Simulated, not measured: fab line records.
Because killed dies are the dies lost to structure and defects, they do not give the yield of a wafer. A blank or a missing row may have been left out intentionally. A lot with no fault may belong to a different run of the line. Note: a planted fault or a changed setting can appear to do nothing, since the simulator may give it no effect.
Chamber matching -- flow nand harc -- rie diel-01 running NHARC_A_STAIRCASE_DESCUM_219: 4 sister chambers
The step chemistry O2, time 3 s. 4 wafers are shown with their chamber, then 8 later ones without.

EACH WAFER AND ITS CHAMBER
wafer,chamber,showerhead plenum p Torr (Torr)
L081.5,1,1.93
L090.3,2,1.88
L090.6,0,2.04
L091.3,3,2.02

WAFERS WHOSE CHAMBER IS MISSING
wafer,showerhead plenum p Torr (Torr)
L091.4,1.88
L091.5,2.04
L092.1,2.02
L092.2,2.04
L092.5,1.92
L094.1,1.92
L094.2,1.88
L094.5,1.92

THE CHAMBER EACH PASSED THROUGH
wafer,from the rows above,in truth
L091.4,2,2
L091.5,0,0
L092.1,3,3
L092.2,0,0
L092.5,1,1
L094.1,1,1
L094.2,2,2
L094.5,1,1
Correctly placed: 8 of 8. Number that these rows cannot place: 0. 0 placed wrongly.
How it was worked out, from the rows above alone: a wafer's distance from a chamber is the root of the sum, over the readings, of the square of ((its reading less the chamber's mean) divided by the reading's scatter). The wafer belongs to the nearest chamber; if the next one is less than 2 further off, it can't be placed. The mean given for a chamber averages the wafers shown for that chamber. The scatter (one wafer shown for each chamber): square how far every hidden wafer sits from the nearest shown wafer, average those squares and take the square root.
